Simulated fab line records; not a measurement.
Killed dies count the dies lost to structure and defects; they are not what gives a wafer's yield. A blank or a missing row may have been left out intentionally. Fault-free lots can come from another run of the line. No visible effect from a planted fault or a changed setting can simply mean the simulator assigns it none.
fab line records | flow nand-harc
[record] lots = 11 | wafers = 33 | last-day = 33
route steps=1302 shown P_START@1 P_ZERO_WELL@41 P_STI@88 END@1302
lots untouched by any fault: they come from a run of this same line in which no faults occurred
start-h: start of the lot's first displayed wafer, in hours after the record's first day | wait-h: hours from the lot's prior step to this one | " same as the row above | L1.1+2: several wafers, shown together as one row | - no value present, or no start provided | * or withheld: withheld | < > ~ a bound
route shown NAME@n: names a module that has steps shown in the file, with the first one's number in the route | usual: mean/standard deviation taken from wafers without a fault | same: alike in all rows | chamber/n: place in a boat | sites: readings site by site | _std_site: their standard deviation | _edge_site: mean of outer sites minus mean of inner sites | radius-mm: for every site, how far away it sits from the centre of the wafer | mask NAME#n: copy n | behind: tool/chamber where the wafer was last shaped | hold: the reason the lot was held/the length of the hold in hours/how it ended | device: transistor that didn't switch, given as n, p or np | end of line: the tests these same wafers got at the end of their route | step lacking rows: just its recipe | killed: count of dies lost to structure and defects at first sort (not the wafer's yield) | map: dies across one wafer; x = killed, . = not, _ = none there
set.NAME: the setting that was run; set.NAME@STEP: the one run at that earlier step | model.NAME: the simulator's own value behind a step, which no gauge read
a sample of lots followed through the steps of the route, with each step as a table and each wafer as a row
services: the hour from which a tool's chamber was out of use, counted from the record's first day as start-h (under 0 if before that day), plus the number of hours and why
[[steps]]
[step NHARC_P_START_INSPECT_01]
[usual] raw-defect-count = 3.6/2.6
lot.wafer | tool              | chamber | start-h | wait-h | raw-defect-count
L476.4    | defect-inspect-02 | -       | 30.04   | -      | 1
L476.5    | "                 | -       | "       | "      | 6
L476.6    | "                 | -       | "       | "      | 5
L477.2    | defect-inspect-01 | -       | 40.04   | -      | 4
L477.3    | "                 | -       | "       | "      | 3
L477.6    | "                 | -       | "       | "      | 9
L478.2    | defect-inspect-01 | -       | 50.04   | -      | 9
L478.4    | "                 | -       | "       | "      | 19
L478.5    | "                 | -       | "       | "      | 12
L482.2    | defect-inspect-02 | -       | 90.04   | -      | 3
L482.3    | "                 | -       | "       | "      | 5
L482.4    | "                 | -       | "       | "      | 1
L483.1    | defect-inspect-02 | -       | 100.04  | -      | 2
L483.3    | "                 | -       | "       | "      | 8
L483.5    | "                 | -       | "       | "      | 0
L492.2    | defect-inspect-02 | -       | 190.04  | -      | 6
L492.4    | "                 | -       | "       | "      | 2
L492.5    | "                 | -       | "       | "      | 3
L493.1    | defect-inspect-01 | -       | 200.04  | -      | 4
L493.3    | "                 | -       | "       | "      | 1
L493.5    | "                 | -       | "       | "      | 4
L495.1    | defect-inspect-01 | -       | 220.04  | -      | 1
L495.2    | "                 | -       | "       | "      | 4
L495.3    | "                 | -       | "       | "      | 1
L496.1    | defect-inspect-01 | -       | 230.04  | -      | 4
L496.3    | "                 | -       | "       | "      | 2
L496.4    | "                 | -       | "       | "      | 2
L497.2    | defect-inspect-01 | -       | 240.04  | -      | 2
L497.4    | "                 | -       | "       | "      | 2
L497.6    | "                 | -       | "       | "      | 0
L498.1    | defect-inspect-02 | -       | 250.04  | -      | 1
L498.3    | "                 | -       | "       | "      | 4
L498.4    | "                 | -       | "       | "      | 8
[step NHARC_P_ZERO_WELL_EXPOSE_34]
[recipe] na = 0.6 | target-cd-nm = 720 | dose-mj = 22.31 | mask-id = P_PWELL
[usual] reticle-temp-C = 23.00/0.11
[same] na = 0.6
lot.wafer | tool           | chamber | start-h | wait-h | mask         | reticle-temp-C
L476.4    | krf-scanner-01 | 0       | 34.12   | -      | P_PWELL#0    | 22.82
L476.5    | "              | 0       | "       | "      | P_PWELL#0    | 22.81
L476.6    | "              | 0       | "       | "      | P_PWELL#0    | 22.80
L477.2    | krf-scanner-03 | 0       | 43.95   | -      | P_PWELL#0    | 23.00
L477.3    | "              | 0       | "       | "      | P_PWELL#0    | 23.02
L477.6    | "              | 0       | "       | "      | P_PWELL#0    | 23.10
L478.2    | krf-scanner-04 | 0       | 54.08   | -      | P_PWELL#0    | 22.85
L478.4    | "              | 0       | "       | "      | P_PWELL#0    | 23.11
L478.5    | "              | 0       | "       | "      | P_PWELL#0    | 22.87
L482.2    | krf-scanner-03 | 0       | 94.12   | -      | P_PWELL#0    | 22.99
L482.3    | "              | 0       | "       | "      | P_PWELL#0    | 22.92
L482.4    | "              | 0       | "       | "      | P_PWELL#0    | 23.12
L483.1    | krf-scanner-03 | 0       | 103.71  | -      | P_PWELL_R1#0 | 22.93
L483.3    | "              | 0       | "       | "      | P_PWELL_R1#0 | 23.11
L483.5    | "              | 0       | "       | "      | P_PWELL_R1#0 | 23.01
L492.2    | krf-scanner-04 | 0       | 193.96  | -      | P_PWELL#0    | 23.07
L492.4    | "              | 0       | "       | "      | P_PWELL#0    | 23.20
L492.5    | "              | 0       | "       | "      | P_PWELL#0    | 23.09
L493.1    | krf-scanner-03 | 0       | 204.05  | -      | P_PWELL#0    | 23.15
L493.3    | "              | 0       | "       | "      | P_PWELL#0    | 23.08
L493.5    | "              | 0       | "       | "      | P_PWELL#0    | 23.09
L495.1    | krf-scanner-04 | 0       | 223.72  | -      | P_PWELL#0    | 23.02
L495.2    | "              | 0       | "       | "      | P_PWELL#0    | 23.11
L495.3    | "              | 0       | "       | "      | P_PWELL#0    | 23.03
L496.1    | krf-scanner-03 | 0       | 234.05  | -      | P_PWELL#0    | 22.98
L496.3    | "              | 0       | "       | "      | P_PWELL#0    | 22.99
L496.4    | "              | 0       | "       | "      | P_PWELL#0    | 23.05
L497.2    | krf-scanner-04 | 0       | 244.08  | -      | P_PWELL#0    | 22.89
L497.4    | "              | 0       | "       | "      | P_PWELL#0    | 22.97
L497.6    | "              | 0       | "       | "      | P_PWELL#0    | 22.88
L498.1    | krf-scanner-04 | 0       | 254.25  | -      | P_PWELL#0    | 23.06
L498.3    | "              | 0       | "       | "      | P_PWELL#0    | 22.96
L498.4    | "              | 0       | "       | "      | P_PWELL#0    | 23.01
[step NHARC_P_ZERO_WELL_CD_MEAS_37]
[recipe] target-cd-nm = 720 | landing-energy-ev = 500
[usual] cd-nm = 720.0/1.6
lot.wafer | tool      | chamber | start-h | wait-h | cd-nm
L476.4    | cd-sem-01 | 0       | 34.27   | -      | 722.4
L476.5    | "         | 0       | "       | "      | 720.0
L476.6    | "         | 0       | "       | "      | 720.9
L477.2    | cd-sem-02 | 0       | 44.10   | -      | 721.1
L477.3    | "         | 0       | "       | "      | 722.5
L477.6    | "         | 0       | "       | "      | 721.4
L478.2    | cd-sem-02 | 0       | 54.23   | -      | 717.1
L478.4    | "         | 0       | "       | "      | 717.4
L478.5    | "         | 0       | "       | "      | 718.2
L482.2    | cd-sem-03 | 0       | 94.27   | -      | 720.0
L482.3    | "         | 0       | "       | "      | 719.4
L482.4    | "         | 0       | "       | "      | 720.0
L483.1    | cd-sem-03 | 0       | 103.86  | -      | 660.8
L483.3    | "         | 0       | "       | "      | 660.6
L483.5    | "         | 0       | "       | "      | 660.9
L492.2    | cd-sem-01 | 0       | 194.11  | -      | 722.0
L492.4    | "         | 0       | "       | "      | 721.8
L492.5    | "         | 0       | "       | "      | 721.6
L493.1    | cd-sem-01 | 0       | 204.21  | -      | 719.4
L493.3    | "         | 0       | "       | "      | 719.5
L493.5    | "         | 0       | "       | "      | 720.5
L495.1    | cd-sem-02 | 0       | 223.87  | -      | 719.2
L495.2    | "         | 0       | "       | "      | 719.4
L495.3    | "         | 0       | "       | "      | 719.6
L496.1    | cd-sem-01 | 0       | 234.21  | -      | 722.1
L496.3    | "         | 0       | "       | "      | 721.1
L496.4    | "         | 0       | "       | "      | 719.0
L497.2    | cd-sem-01 | 0       | 244.23  | -      | 720.5
L497.4    | "         | 0       | "       | "      | 720.3
L497.6    | "         | 0       | "       | "      | 720.6
L498.1    | cd-sem-02 | 0       | 254.41  | -      | 718.1
L498.3    | "         | 0       | "       | "      | 720.2
L498.4    | "         | 0       | "       | "      | 721.7
[step NHARC_P_STI_ETCH_42]
[recipe] target-depth-a = 800 | overetch-a = 240 | time-s = 61 | ion-energy-ev = 200 | n2-flow-sccm = 150 | h2-flow-sccm = 150 | ar-flow-sccm = 0 | rf-w = 400 | bias-w = 150 | chemistry = N2/H2
[usual] drypump-motor-current-A = 5.8/0.5 | h2-flow-sccm = 150.0/0.41 | oes-product-au = 1.000/0.0072 | rf-vpp-V = 430.8/2.9 | showerhead-plenum-p-Torr = 2.05/0.1 | throttle-valve-pct = 14.171/0.0092
lot.wafer | tool        | chamber | start-h | wait-h | drypump-motor-current-A | h2-flow-sccm | oes-product-au | rf-hours-counter-h | rf-vpp-V | showerhead-plenum-p-Torr | throttle-valve-pct
L476.4    | rie-diel-13 | 2       | 56.49   | 0.1    | 5.4                     | 150.2        | 0.997          | -                  | 434.0    | 2.17                     | 14.181
L476.6    | "           | 3       | "       | "      | 5.9                     | 149.3        | 0.996          | -                  | 433.2    | 2.13                     | 14.155
L476.5    | "           | 1       | "       | "      | 6.1                     | 150.2        | 0.997          | -                  | 427.7    | 1.98                     | 14.176
L477.2    | rie-diel-13 | 1       | 64.98   | 0.1    | 6.0                     | 150.5        | 0.999          | 4                  | 428.5    | 1.98                     | 14.184
L477.3    | "           | 3       | "       | "      | 5.9                     | 150.1        | 0.993          | -                  | 433.8    | 2.13                     | 14.172
L477.6    | "           | 3       | "       | "      | 5.9                     | 149.5        | 0.984          | -                  | 433.2    | 2.13                     | 14.177
L478.2    | rie-diel-05 | 0       | 73.86   | 0.1    | 6.1                     | 149.8        | 1.007          | 0                  | 434.9    | 2.20                     | 14.159
L478.4    | "           | 2       | "       | "      | 6.1                     | 150.0        | 1.008          | 1                  | 426.9    | 1.93                     | 14.176
L478.5    | "           | 3       | "       | "      | 5.7                     | 150.1        | 1.008          | -                  | 426.5    | 1.94                     | 14.183
L482.2    | rie-diel-13 | 0       | 115.45  | 0.1    | 5.1                     | 150.0        | 0.995          | 4                  | 433.2    | 2.20                     | 14.147
L482.3    | "           | 1       | "       | "      | 6.0                     | 149.7        | 0.999          | 6                  | 429.7    | 1.98                     | 14.177
L482.4    | "           | 3       | "       | "      | 5.9                     | 150.0        | 0.996          | 6                  | 432.8    | 2.13                     | 14.173
L483.1    | rie-diel-02 | 1       | 126.20  | 0.1    | 6.4                     | 149.8        | 0.998          | 8                  | 430.8    | 2.04                     | 14.181
L483.3    | "           | 3       | "       | "      | 5.8                     | 149.6        | 1.003          | 8                  | 433.5    | 2.11                     | 14.164
L483.5    | "           | 2       | "       | "      | 5.3                     | 149.6        | 0.998          | -                  | 428.2    | 1.93                     | 14.171
L492.4    | rie-diel-05 | 3       | 212.57  | 0.1    | 5.7                     | 150.3        | 0.989          | 10                 | 427.9    | 1.94                     | 14.166
L492.2    | "           | 0       | "       | "      | 6.1                     | 150.1        | 1.006          | 10                 | 434.4    | 2.20                     | 14.166
L492.5    | "           | 2       | "       | "      | 6.1                     | 149.5        | 0.989          | -                  | 427.7    | 1.92                     | 14.170
L493.3    | rie-diel-05 | 3       | 222.79  | 0.1    | 5.8                     | 149.7        | 1.005          | 10                 | 427.5    | 1.94                     | 14.188
L493.1    | "           | 0       | "       | "      | 6.1                     | 150.2        | 1.003          | 10                 | 435.5    | 2.20                     | 14.163
L493.5    | "           | 2       | "       | "      | 6.1                     | 150.1        | 1.002          | -                  | 426.8    | 1.92                     | 14.167
L495.3    | rie-diel-02 | 3       | 243.55  | 0.1    | 5.9                     | 150.9        | 0.997          | 1                  | 431.8    | 2.11                     | 14.162
L495.2    | "           | 1       | "       | "      | 6.4                     | 150.0        | 1.002          | 2                  | 431.4    | 2.04                     | 14.182
L495.1    | "           | 2       | "       | "      | 5.3                     | 149.3        | 0.994          | 2                  | 428.4    | 1.93                     | 14.172
L496.4    | rie-diel-02 | 1       | 253.73  | 0.1    | 6.4                     | 149.7        | 0.991          | 2                  | 431.8    | 2.04                     | 14.175
L496.1    | "           | 2       | "       | "      | 5.3                     | 150.1        | 0.993          | 2                  | 427.6    | 1.93                     | 14.169
L496.3    | "           | 3       | "       | "      | 5.9                     | 149.7        | 1.005          | 1                  | 433.3    | 2.11                     | 14.185
L497.4    | rie-diel-13 | 3       | 265.74  | 0.2    | 5.9                     | 150.0        | 0.991          | 5                  | 431.8    | 2.12                     | 14.168
L497.2    | "           | 1       | "       | "      | 6.0                     | 149.5        | 0.993          | 5                  | 428.1    | 1.97                     | 14.164
L497.6    | "           | 3       | "       | "      | 5.9                     | 150.4        | 0.999          | -                  | 433.2    | 2.12                     | 14.174
L498.3    | rie-diel-13 | 2       | 276.28  | 0.1    | 5.4                     | 150.1        | 0.998          | 4                  | 433.0    | 2.16                     | 14.172
L498.4    | "           | 3       | "       | "      | 5.9                     | 150.0        | 0.999          | 5                  | 432.0    | 2.12                     | 14.166
L498.1    | "           | 0       | "       | "      | 5.1                     | 150.3        | 1.012          | 5                  | 435.5    | 2.20                     | 14.164
[step NHARC_P_STI_ETCH_15]
[recipe] target-depth-a = 3000 | taper-deg = 4 | time-s = 100.1 | hbr-flow-sccm = 150 | cl2-flow-sccm = 50 | rf-w = 400 | icp-w = 400 | bias-w = 100 | chemistry = HBr/Cl2
[usual] drypump-motor-current-A = 5.8/0.33 | he-backside-leak-sccm = 2.65/0.23 | oes-product-au = 0.998/0.0086 | throttle-valve-pct = 26.405/0.0092
lot.wafer | tool      | chamber | start-h | wait-h | drypump-motor-current-A | he-backside-leak-sccm | oes-product-au | rf-hours-counter-h | throttle-valve-pct
L476.4    | rie-si-05 | 3       | 56.73   | -      | 5.6                     | 2.75                  | 1.016          | 0.6                | 26.423
L476.6    | "         | 0       | "       | "      | 6.3                     | 2.69                  | 0.992          | -                  | 26.406
L476.5    | "         | 1       | "       | "      | 5.7                     | 2.45                  | 1.011          | -                  | 26.415
L477.2    | rie-si-05 | 2       | 65.22   | 0.1    | 6.2                     | 2.79                  | 1.010          | 0.6                | 26.390
L477.3    | "         | 3       | "       | "      | 5.6                     | 2.89                  | 1.013          | 0.6                | 26.389
L477.6    | "         | 3       | "       | "      | 5.6                     | 2.82                  | 1.017          | -                  | 26.388
L478.4    | rie-si-03 | 1       | 74.06   | -      | 5.4                     | 2.26                  | 1.000          | 0.1                | 26.395
L478.2    | "         | 3       | "       | "      | 5.9                     | 2.71                  | 0.999          | 0.1                | 26.391
L478.5    | "         | 1       | "       | "      | 5.3                     | 2.40                  | 1.002          | -                  | 26.401
L482.3    | rie-si-05 | 3       | 115.64  | -      | 5.6                     | 2.84                  | 1.013          | 0.9                | 26.403
L482.2    | "         | 0       | "       | "      | 6.3                     | 2.79                  | 1.003          | 1.2                | 26.417
L482.4    | "         | 2       | "       | "      | 6.2                     | 2.81                  | 1.003          | 1.0                | 26.413
L483.1    | rie-si-05 | 3       | 126.39  | -      | 5.6                     | 2.83                  | 1.010          | 1.0                | 26.392
L483.3    | "         | 0       | "       | "      | 6.3                     | 2.70                  | 1.013          | 1.3                | 26.398
L483.5    | "         | 3       | "       | "      | 5.6                     | 2.84                  | 1.001          | -                  | 26.410
L492.2    | rie-si-03 | 3       | 212.75  | -      | 5.9                     | 2.82                  | 0.989          | 0.9                | 26.415
L492.4    | "         | 1       | "       | "      | 5.4                     | 2.43                  | 1.007          | 1.0                | 26.403
L492.5    | "         | 3       | "       | "      | 5.9                     | 2.84                  | 1.005          | -                  | 26.392
L493.1    | rie-si-01 | 2       | 222.98  | -      | 5.4                     | 2.73                  | 0.995          | 0.2                | 26.413
L493.3    | "         | 3       | "       | "      | 6.3                     | 2.71                  | 0.995          | 0.2                | 26.408
L493.5    | "         | 1       | "       | "      | 5.6                     | 2.57                  | 0.993          | -                  | 26.411
L495.2    | rie-si-03 | 2       | 243.75  | -      | 5.6                     | 2.50                  | 0.990          | 0.1                | 26.407
L495.1    | "         | 3       | "       | "      | 5.9                     | 2.57                  | 1.010          | 0.1                | 26.406
L495.3    | "         | 1       | "       | "      | 5.3                     | 2.36                  | 0.992          | 0.1                | 26.411
L496.4    | rie-si-03 | 1       | 253.94  | -      | 5.4                     | 2.51                  | 1.009          | 0.2                | 26.395
L496.1    | "         | 2       | "       | "      | 5.6                     | 2.43                  | 0.999          | 0.2                | 26.393
L496.3    | "         | 3       | "       | "      | 5.9                     | 2.81                  | 1.003          | 0.2                | 26.396
L497.2    | rie-si-01 | 0       | 265.94  | -      | 5.6                     | 2.58                  | 1.004          | 0.4                | 26.411
L497.4    | "         | 1       | "       | "      | 5.7                     | 2.56                  | 0.995          | 0.5                | 26.409
L497.6    | "         | 3       | "       | "      | 6.2                     | 2.66                  | 0.989          | -                  | 26.403
L498.1    | rie-si-01 | 2       | 276.49  | -      | 5.4                     | 2.81                  | 0.984          | 0.5                | 26.416
L498.4    | "         | 3       | "       | "      | 6.2                     | 4.11                  | 0.995          | 0.5                | 26.423
L498.3    | "         | 0       | "       | "      | 5.6                     | 2.57                  | 0.990          | 0.5                | 26.408
[step NHARC_END_SORT_01]
[recipe] temp-c = 25
[usual] killed-at-array = 55/17 | killed-at-other = 1.1/1.4 | killed-at-periphery = 3.9/3 | killed-dies = 59/17 | killed-open = 3.5/2 | killed-short = 2.6/1.6
[same] gross-dies = 677
lot.wafer | tool      | chamber | start-h | wait-h | killed-at-array | killed-at-other | killed-at-periphery | killed-dies | killed-open | killed-short
L483.1    | prober-01 | 0       | 647.71  | 2.5    | 26              | 2               | 3                   | 31          | 5           | 3
L483.3    | prober-01 | 0       | 649.32  | 3.1    | 40              | 3               | 4                   | 47          | 6           | 4
L483.5    | prober-01 | 0       | 650.92  | 3.7    | 43              | 1               | 6                   | 50          | 2           | 3
// killed by level:class
L483.1 A_CHANNEL_HOLE_D2:chamber-film-flake=8 A_STAIRCASE:chamber-film-flake=3 A_CHANNEL_FILL_D1:geometric-particle:open=2 A_CHANNEL_FILL_D2:geometric-particle:short=2 P_GATE:chamber-film-flake=2 A_ZERO_WELL:chamber-film-flake=2 A_CONTACT:chamber-film-flake=2 A_M1:chamber-film-flake=2
L483.3 A_CHANNEL_HOLE_D2:chamber-film-flake=14 A_CHANNEL_HOLE_D1:chamber-film-flake=6 A_STAIRCASE:chamber-film-flake=4 A_M1:chamber-film-flake=4 THIN_TSV:chamber-film-flake=3 A_DECK1_JOINT:geometric-particle:short=2 P_STI:geometric-particle:open=1 P_M2:geometric-particle:open=1
L483.5 A_CHANNEL_HOLE_D2:chamber-film-flake=18 A_M1:chamber-film-flake=8 A_CONTACT:chamber-film-flake=4 A_CHANNEL_HOLE_D1:chamber-film-flake=3 P_GATE:chamber-film-flake=2 A_ZERO_WELL:chamber-film-flake=2 A_STAIRCASE:chamber-film-flake=2 P_ZERO_WELL:area-expose=2
[[services]]
tool           | chamber | start-h | hours | kind
rie-si-01      | -       | 16.00   | 9.0   | pm
rie-si-05      | -       | 22.03   | 2.0   | repair
rie-si-05      | 3       | 32.79   | 6.4   | repair
rie-si-05      | 2       | 33.79   | 8.0   | repair
krf-scanner-03 | -       | 37.01   | 2.0   | repair
rie-diel-13    | 0       | 41.21   | 32.3  | repair
rie-si-03      | -       | 44.00   | 9.0   | pm
krf-scanner-03 | -       | 53.10   | 4.0   | pm
krf-scanner-04 | -       | 62.65   | 1.9   | repair
rie-diel-13    | 2       | 63.90   | 10.8  | repair
krf-scanner-04 | -       | 77.10   | 0.6   | repair
rie-diel-13    | 2       | 78.54   | 5.2   | repair
rie-diel-13    | 1       | 121.42  | 12.2  | repair
rie-si-05      | -       | 128.00  | 9.0   | pm
rie-diel-13    | 2       | 131.73  | 12.6  | repair
rie-diel-13    | -       | 165.00  | 9.0   | pm
krf-scanner-04 | -       | 182.00  | 4.0   | pm
rie-diel-13    | 2       | 183.85  | 7.4   | repair
krf-scanner-04 | -       | 198.63  | 1.8   | repair
rie-si-03      | -       | 221.00  | 9.0   | pm
krf-scanner-04 | -       | 224.52  | 4.7   | repair
krf-scanner-03 | -       | 225.10  | 4.0   | pm
rie-diel-13    | 2       | 240.90  | 4.3   | repair
rie-si-05      | 2       | 242.06  | 1.5   | repair
[[key]]
[first-sign] step = NHARC_P_ZERO_WELL_EXPOSE_34 | reading = mask | direction = changed
[effect] step = NHARC_P_ZERO_WELL_CD_MEAS_37 | reading = cd-nm | direction = down | sigmas = 36 | usual = 720.0 | struck = 660.8
met-at NHARC_P_ZERO_WELL_EXPOSE_34
struck-lots L483
tester-left-out L483
not-acting-at NHARC_P_START_INSPECT_01,NHARC_P_STI_ETCH_42,NHARC_P_STI_ETCH_15
onset-between 94.12 103.71
[fault] kind = wrong-mask | tool = any | chamber = - | onset-h = 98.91 | steps = NHARC_P_ZERO_WELL_EXPOSE_34 | aux-copy = P_PWELL_R1#0 | cd-offset-nm = -60.469 | scope = struck-lots-only
// tester-left-out: of these lots the tester's yield and bins aren't shown, on N5 and GAA mostly nor the transistor test; their killed dies are dies lost to structure and defects alone, not to doping, threshold or leakage, so they don't give the yield
